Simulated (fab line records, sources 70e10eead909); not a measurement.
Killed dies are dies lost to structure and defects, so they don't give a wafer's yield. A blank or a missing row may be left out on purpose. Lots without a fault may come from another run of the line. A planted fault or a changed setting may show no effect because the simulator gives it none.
fab line records | flow nand_harc
record lots=14 wafers=42 last_day=33
route steps=1302 shown A_ONON_D1@426 HYBRID_BOND@1242 THIN_TSV@1245 END@1302
lots that met no fault: from a run of the same line without faults
start_h: hours from the record's first day to the start of the lot's first wafer shown | wait_h: hours since the lot's step before | " the same as in the row above | L1.1+2: a row that stands for several wafers | - no value, or no start given | * or withheld: withheld | < > ~ a bound
route shown NAME@n: a module of which the file shows steps, and the number in the route of the first | usual: mean/standard deviation of fault-free wafers | same: alike in all rows | chamber/n: place in a boat | sites: the reading at each site | _std_site: their standard deviation | _edge_site: outer sites' mean less inner sites' | radius_mm: how far each site lies from the wafer's centre | mask NAME#n: copy n | behind: the tool/chamber that last shaped the wafer | hold: why the lot was held/for how many hours/how that ended | device: the transistor (n, p or np) that didn't switch | end of line: the same wafers' tests at the end of the route | a step without rows: its recipe alone | killed: dies lost to structure and defects at the first sort, not the wafer's yield | map: a wafer's dies, x killed, . not, _ none there
set.NAME: the setting as run; set.NAME@STEP: as run at that earlier step | model.NAME: the simulator's own value behind a step, which no gauge read
steps of the route over a sample of lots; a table a step, a row a wafer
services: from which hour (start_h, from the record's first day; less than 0 if before it) a tool's chamber was out of use, for how many hours, and why
## steps
# step NHARC_A_ONON_D1_DEP_03
# recipe target_thk_a=10000 n2_flow_sccm=2750 n2o_flow_sccm=2000 nh3_flow_sccm=500 sih4_flow_sccm=210 temp_c=400
# usual n2_flow_sccm=2752/8.6
# columns lot.wafer tool chamber start_h wait_h n2_flow_sccm
L850.1 pecvd_onon-02 0 163.40 0.1 2751
L850.3 " 0 " " 2738
L850.6 " 0 " " 2743
L851.1 pecvd_onon-01 0 163.41 0.1 2771
L851.4 " 0 " " 2768
L851.5 " 0 " " 2756
L852.1 pecvd_onon-02 0 180.75 0.1 2745
L852.4 " 0 " " 2767
L852.5 " 0 " " 2749
L853.3 pecvd_onon-03 0 189.75 0.2 2722
L853.4 " 0 " " 2734
L853.6 " 0 " " 2730
L854.2 pecvd_onon-01 0 197.05 0.1 2752
L854.3 " 0 " " 2745
L854.5 " 0 " " 2752
L855.1 pecvd_onon-01 0 211.87 0.1 2756
L855.3 " 0 " " 2756
L855.6 " 0 " " 2767
L857.2 pecvd_onon-01 0 231.19 0.1 2753
L857.4 " 0 " " 2742
L857.6 " 0 " " 2743
L858.3 pecvd_onon-02 0 247.00 0.2 2743
L858.4 " 0 " " 2754
L858.6 " 0 " " 2748
L860.2 pecvd_onon-02 0 265.11 0.1 2748
L860.4 " 0 " " 2764
L860.5 " 0 " " 2752
L861.1 pecvd_onon-03 0 275.51 0.2 2753
L861.2 " 0 " " 2752
L861.3 " 0 " " 2759
L865.1 pecvd_onon-02 0 308.37 0.1 2759
L865.4 " 0 " " 2740
L865.6 " 0 " " 2747
L866.1 pecvd_onon-02 0 327.37 0.1 2744
L866.5 " 0 " " 2740
L866.6 " 0 " " 2747
L873.2 pecvd_onon-02 0 382.67 0.1 2757
L873.4 " 0 " " 2742
L873.5 " 0 " " 2750
L872.2 pecvd_onon-01 0 382.72 0.1 2755
L872.4 " 0 " " 2743
L872.5 " 0 " " 2751
# step NHARC_HYBRID_BOND_OVL_MEAS_05
# usual overlay_x_nm=-3/31 overlay_y_nm=3/35
# columns lot.wafer tool chamber start_h wait_h overlay_x_nm overlay_y_nm
L850.1 overlay-02 - 555.67 0.4 8 84
L850.3 " - " " -34 30
L850.6 " - " " 24 55
L852.1 overlay-02 - 567.72 0.4 -39 -35
L852.4 " - " " -10 -14
L852.5 " - " " -54 -43
L853.3 overlay-01 - 567.73 0.4 -13 -7
L853.4 " - " " -10 25
L853.6 " - " " 8 20
L851.1 overlay-02 - 567.73 0.4 -45 -11
L851.4 " - " " -54 8
L851.5 " - " " 15 -18
L854.2 overlay-02 - 580.35 0.4 22 -47
L854.3 " - " " 24 54
L854.5 " - " " -18 -27
L855.1 overlay-01 - 603.19 0.4 -4 -6
L855.3 " - " " 20 51
L855.6 " - " " -41 18
L857.2 overlay-02 - 619.54 0.4 21 0
L857.4 " - " " 15 66
L857.6 " - " " -7 11
L858.3 overlay-02 - 641.49 0.4 -40 44
L858.4 " - " " 6 41
L858.6 " - " " 25 -3
L861.1 overlay-02 - 649.99 0.4 40 -32
L861.2 " - " " 69 61
L861.3 " - " " -14 45
L860.2 overlay-01 - 650.00 0.4 -5 -8
L860.4 " - " " 40 -18
L860.5 " - " " -72 36
L865.1 overlay-02 - 682.44 0.4 -10 -23
L865.4 " - " " -29 -11
L865.6 " - " " 33 -4
L866.1 overlay-02 - 725.41 0.4 -8 4
L866.5 " - " " -13 29
L866.6 " - " " 8 6
L872.2 overlay-01 - 772.48 0.4 28 37
L872.4 " - " " 61 -23
L872.5 " - " " 9 0
L873.2 overlay-02 - 777.81 0.4 -46 32
L873.4 " - " " -13 0
L873.5 " - " " -13 -21
# step NHARC_THIN_TSV_CMP_01
# recipe target_thk_um=3
# usual edge_zone_pressure_frac=1.000/0.005 motor_current_A=11.3/1 slurry_filter_dp_kPa=13.50/0.12
# columns lot.wafer tool chamber start_h wait_h edge_zone_pressure_frac motor_current_A slurry_filter_dp_kPa
L850.1 cmp-03 0 557.14 1.1 1.006 11.1 13.27
L850.3 " 2 " " 1.000 12.8 13.55
L850.6 " 0 " " 1.003 11.2 13.37
L853.3 cmp-03 1 569.18 0.7 0.993 10.8 13.49
L853.4 " 2 " " 0.996 13.4 13.49
L853.6 " 0 " " 1.000 10.9 13.63
L852.4 cmp-02 1 570.40 0.5 1.000 12.3 13.39
L852.1 " 2 " " 1.005 10.9 13.40
L852.5 " 0 " " 0.991 9.5 13.48
L851.1 cmp-03 3 571.57 1.0 1.011 10.9 13.61
L851.4 " 0 " " 1.004 10.6 13.56
L851.5 " 3 " " 1.005 11.3 13.54
L854.2 cmp-01 2 581.77 0.8 1.004 12.6 13.63
L854.3 " 0 " " 0.999 12.9 13.35
L854.5 " 2 " " 0.998 12.4 13.59
L855.3 cmp-03 2 604.60 0.6 1.001 12.4 13.71
L855.1 " 3 " " 0.991 11.4 13.43
L855.6 " 3 " " 0.996 11.0 13.57
L857.4 cmp-02 2 621.00 0.5 0.999 10.9 13.40
L857.2 " 3 " " 0.996 10.3 13.42
L857.6 " 2 " " 0.994 10.2 13.58
L858.4 cmp-01 0 642.94 0.4 1.004 12.9 13.39
L858.3 " 1 " " 1.004 12.9 13.46
L858.6 " 0 " " 0.997 12.5 13.45
L861.3 cmp-03 3 652.59 0.6 1.004 11.4 13.47
L861.1 " 0 " " 0.990 11.2 13.63
L861.2 " 1 " " 1.004 10.7 13.63
L860.2 cmp-02 2 653.82 0.9 1.000 10.2 13.46
L860.4 " 0 " " 0.998 9.7 13.37
L860.5 " 2 " " 1.002 10.9 13.49
L865.4 cmp-03 3 683.87 0.4 1.001 11.2 13.42
L865.1 " 1 " " 1.003 10.2 13.53
L865.6 " 3 " " 1.002 11.3 13.46
L866.1 cmp-03 1 726.90 1.1 1.001 10.6 13.34
L866.5 " 3 " " 1.004 11.1 13.66
L866.6 " 0 " " 1.001 10.6 13.40
L872.4 cmp-03 3 773.90 0.4 0.999 10.5 13.69
L872.2 " 1 " " 0.998 10.7 13.52
L872.5 " 0 " " 1.002 10.5 13.27
L873.4 cmp-01 2 779.26 0.4 0.993 12.5 13.50
L873.2 " 3 " " 0.996 9.7 13.54
L873.5 " 3 " " 1.000 9.5 13.45
# step NHARC_THIN_TSV_ETCH_15
# recipe target_depth_a=30000 bosch_target_overetch_cycles=2 bosch_etch_step_s=2.8 bosch_dep_step_s=1.2 bosch_cycles=14
# usual drypump_motor_current_A=5.6/0.56
# columns lot.wafer tool chamber start_h wait_h drypump_motor_current_A rf_hours_counter_h
L850.1 rie_si-03 3 559.25 - 5.5 1.0
L850.3 " 2 " " 6.0 1.1
L850.6 " 0 " " 4.8 -
L853.4 rie_si-03 0 571.32 - 4.8 1.1
L853.3 " 1 " " 6.5 1.1
L853.6 " 2 " " 5.9 -
L852.1 rie_si-01 2 572.51 - 6.2 0.1
L852.4 " 3 " " 5.0 0.2
L852.5 " 1 " " 6.4 -
L851.1 rie_si-03 0 573.68 - 4.8 1.1
L851.4 " 1 " " 6.5 1.1
L851.5 " 1 " " 6.5 -
L854.3 rie_si-02 0 583.91 - 5.1 0.8
L854.2 " 2 " " 5.7 0.6
L854.5 " 0 " " 5.1 -
L855.3 rie_si-02 2 606.73 - 5.7 0.6
L855.1 " 3 " " 6.3 0.8
L855.6 " 3 " " 6.3 -
L857.2 rie_si-03 1 623.01 - 6.5 0.2
L857.4 " 2 " " 5.9 0.2
L857.6 " 0 " " 4.8 -
L858.3 rie_si-02 1 645.04 - 5.0 0.1
L858.4 " 0 " " 5.0 0.0
L858.6 " 1 " " 5.0 -
L861.2 rie_si-03 3 655.11 0.8 5.4 0.3
L861.3 " 1 " " 6.5 0.4
L861.1 " 2 " " 5.9 0.4
L860.2 rie_si-02 1 656.15 - 5.0 0.2
L860.4 " 2 " " 5.7 0.2
L860.5 " 1 " " 5.0 -
L865.1 rie_si-01 0 686.05 - 5.7 0.8
L865.4 " 1 " " 6.4 0.8
L865.6 " 1 " " 6.4 -
L866.1 rie_si-03 3 729.25 - 5.5 0.7
L866.5 " 2 " " 5.9 -
L866.6 " 3 " " 5.5 -
L872.4 rie_si-02 1 776.04 - 5.0 1.0
L872.2 " 0 " " 5.1 0.9
L872.5 " 1 " " 5.0 -
L873.4 rie_si-03 2 781.40 - 5.9 0.1
L873.2 " 0 " " 4.9 0.2
L873.5 " 1 " " 6.4 -
# step NHARC_END_SORT_01
# recipe temp_c=25
# usual killed_at_array=58/18 killed_at_other=1.0/1.5 killed_at_periphery=4/3.1 killed_dies=64/18 killed_open=3.4/1.9 killed_short=2.7/1.7
# same gross_dies=677
# columns lot.wafer tool chamber start_h wait_h killed_at_array killed_at_other killed_at_periphery killed_dies killed_open killed_short
L865.1 prober-01 0 700.38 2.5 137 0 9 146 2 3
L865.4 prober-01 0 702.78 3.4 144 0 7 151 5 2
L865.6 prober-01 0 704.38 4.0 132 1 4 137 1 1
L866.1 prober-01 0 743.36 2.5 142 0 1 143 4 0
L866.5 prober-01 0 746.63 3.8 143 0 3 146 4 3
L866.6 prober-01 0 747.44 4.1 156 1 5 162 3 0
# killed by level:class
L865.1 A_ONON_D1:unspecified=79 A_SLIT:chamber_film_flake=25 A_CHANNEL_HOLE_D2:chamber_film_flake=18 P_STI:chamber_film_flake=4 A_CONTACT:chamber_film_flake=4 P_GATE:chamber_film_flake=2 P_ZERO_WELL:chamber_film_flake=2 A_CHANNEL_HOLE_D1:chamber_film_flake=2
L865.4 A_ONON_D1:unspecified=81 A_SLIT:chamber_film_flake=24 A_CHANNEL_HOLE_D2:chamber_film_flake=16 A_CHANNEL_HOLE_D1:chamber_film_flake=5 A_STAIRCASE:chamber_film_flake=5 A_WL_FILL:chamber_film_flake=4 P_ZERO_WELL:chamber_film_flake=3 P_M0:geometric_particle:open=2
L865.6 A_ONON_D1:unspecified=81 A_SLIT:chamber_film_flake=29 A_CHANNEL_HOLE_D2:chamber_film_flake=11 A_STAIRCASE:chamber_film_flake=4 A_CHANNEL_HOLE_D1:chamber_film_flake=3 P_ZERO_WELL:chamber_film_flake=2 A_CONTACT:chamber_film_flake=2 P_CONTACT:geometric_particle:open=1
L866.1 A_ONON_D1:unspecified=79 A_CHANNEL_HOLE_D1:chamber_film_flake=34 A_CHANNEL_HOLE_D2:chamber_film_flake=14 A_SLIT:chamber_film_flake=5 A_CONTACT:chamber_film_flake=3 A_STAIRCASE:chamber_film_flake=3 A_CHANNEL_FILL_D2:geometric_particle:open=2 A_SGD_CUT:geometric_particle:open=1
L866.5 A_ONON_D1:unspecified=76 A_CHANNEL_HOLE_D1:chamber_film_flake=27 A_CHANNEL_HOLE_D2:chamber_film_flake=21 A_CONTACT:chamber_film_flake=5 A_SLIT:chamber_film_flake=3 A_CHANNEL_FILL_D1:chamber_film_flake=2 A_CHANNEL_FILL_D2:chamber_film_flake=2 A_STAIRCASE:chamber_film_flake=2
L866.6 A_ONON_D1:unspecified=79 A_CHANNEL_HOLE_D1:chamber_film_flake=27 A_CHANNEL_HOLE_D2:chamber_film_flake=26 A_CONTACT:chamber_film_flake=9 A_STAIRCASE:chamber_film_flake=7 A_SLIT:chamber_film_flake=5 P_STI:chamber_film_flake=4 P_M0:geometric_particle:open=1
## services
# columns tool chamber start_h hours kind
cmp-03 - 146.03 2.2 repair
cmp-03 - 166.99 5.5 repair
pecvd_onon-02 - 185.00 13.0 pm
cmp-03 - 208.27 0.2 repair
rie_si-03 - 221.00 9.0 pm
cmp-03 - 223.35 0.8 repair
cmp-03 - 226.08 4.3 repair
rie_si-03 0 235.89 7.7 repair
cmp-03 - 239.18 3.6 repair
cmp-03 - 270.60 4.0 pm
cmp-03 - 287.82 0.3 repair
cmp-03 - 290.13 4.1 repair
cmp-03 - 305.34 1.8 repair
cmp-03 - 368.60 4.0 pm
cmp-03 - 466.60 4.0 pm
cmp-03 - 564.60 4.0 pm
cmp-03 - 573.88 1.9 repair
cmp-03 - 591.49 3.9 repair
cmp-03 - 645.01 0.9 repair
cmp-03 - 662.60 4.0 pm
cmp-03 - 721.78 4.1 repair
cmp-03 - 749.20 4.7 repair
cmp-03 - 760.60 4.0 pm
cmp-03 - 776.30 3.9 repair
## key
first_sign step=NHARC_END_SORT_01 reading=killed_at_array direction=up sigmas=4.8 usual=58 struck=142
effect step=NHARC_END_SORT_01 reading=killed_dies direction=up sigmas=4.7 usual=64 struck=148
more_kills_born_at NHARC_A_ONON_D1_DEP_03@pecvd_onon-02=475
met_at NHARC_A_ONON_D1_DEP_03
struck_lots L865,L866
tester_left_out L865,L866
not_acting_at NHARC_HYBRID_BOND_OVL_MEAS_05,NHARC_THIN_TSV_CMP_01,NHARC_THIN_TSV_ETCH_15
onset_between 265.11 308.37
fault kind=chamber_particle_source tool=pecvd_onon-02 chamber=- onset_h=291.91 steps=NHARC_A_ONON_D1_DEP_03 rate_per_visit_cm2=0.74267 end_h=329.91
# tester_left_out: of these lots the tester's yield and bins aren't shown, on N5 and GAA mostly nor the transistor test; their killed dies are dies lost to structure and defects alone, not to doping, threshold or leakage, so they don't give the yield
